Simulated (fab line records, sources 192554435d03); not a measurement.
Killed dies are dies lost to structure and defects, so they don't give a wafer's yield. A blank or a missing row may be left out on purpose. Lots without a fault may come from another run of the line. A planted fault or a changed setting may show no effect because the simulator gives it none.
Chamber matching | flow n5_finfet | N5_FIN_CUT_STRIP_24 on rie_diel-05: 4 sister chambers
The step strips in CF4. 16 wafers are shown with their chamber, then 8 later ones without.

WAFERS WITH THEIR CHAMBER
wafer  | chamber | showerhead_plenum_p_Torr (Torr) | throttle_valve_pct (%) | oes_product_au (a.u.)
L075.1 | 2       | 1.86                            | 13.41                  | 0.74
L075.5 | 2       | 1.86                            | 13.40                  | 0.74
L075.6 | 1       | 1.77                            | 13.93                  | 0.70
L076.1 | 1       | 1.77                            | 13.93                  | 0.70
L076.2 | 2       | 1.86                            | 13.40                  | 0.74
L076.3 | 3       | 1.77                            | 13.77                  | 0.69
L076.4 | 0       | 1.81                            | 13.55                  | 0.74
L076.5 | 1       | 1.77                            | 13.94                  | 0.69
L076.6 | 0       | 1.81                            | 13.54                  | 0.76
L080.1 | 1       | 1.77                            | 13.97                  | 0.69
L080.3 | 2       | 1.86                            | 13.43                  | 0.74
L080.5 | 2       | 1.86                            | 13.43                  | 0.73
L081.1 | 1       | 1.77                            | 13.97                  | 0.69
L081.4 | 2       | 1.86                            | 13.44                  | 0.73
L081.6 | 1       | 1.77                            | 13.95                  | 0.69
L090.1 | 0       | 1.80                            | 13.60                  | 0.72

SIGNATURES (means of the wafers above)
reading                  | chamber 0 | chamber 1 | chamber 2 | chamber 3 | scatter within a chamber
showerhead_plenum_p_Torr | 1.8067    | 1.7700    | 1.8600    | 1.7700    | 0.00236
throttle_valve_pct       | 13.5633   | 13.9483   | 13.4183   | 13.7700   | 0.0209
oes_product_au           | 0.7400    | 0.6933    | 0.7367    | 0.6900    | 0.00943
Rule: a wafer's distance from a chamber is the root of the sum, over the readings, of the square of ((its reading less the chamber's mean) divided by the reading's scatter). The wafer belongs to the nearest chamber; if the next one is less than 2 further off, it can't be placed. The scatter: the root of (the sum of the squares of (reading less its chamber's mean) over the shown wafers, divided by (wafers less chambers)).

WAFERS WITHOUT THEIR CHAMBER
wafer  | showerhead_plenum_p_Torr (Torr) | throttle_valve_pct (%) | oes_product_au (a.u.)
L090.2 | 1.76                            | 13.43                  | 0.90
L090.3 | 1.85                            | 13.47                  | 0.72
L093.3 | 1.77                            | 13.26                  | 0.96
L093.4 | 1.80                            | 13.59                  | 0.73
L093.6 | 1.85                            | 13.48                  | 0.71
L094.1 | 1.85                            | 13.47                  | 0.72
L094.4 | 1.76                            | 13.42                  | 0.90
L094.6 | 1.85                            | 13.48                  | 0.71

WHICH CHAMBER EACH WENT THROUGH
wafer  | from the rows above     | in truth
L090.2 | can't be placed: 0 or 3 | 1
L090.3 | 2                       | 2
L093.3 | 0                       | 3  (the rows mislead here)
L093.4 | 0                       | 0
L093.6 | 2                       | 2
L094.1 | 2                       | 2
L094.4 | can't be placed: 0 or 3 | 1
L094.6 | 2                       | 2
Placed correctly: 5 of 8. Can't be placed from these rows: 2 (the true chamber is among the candidates in 0). Placed wrongly: 1.
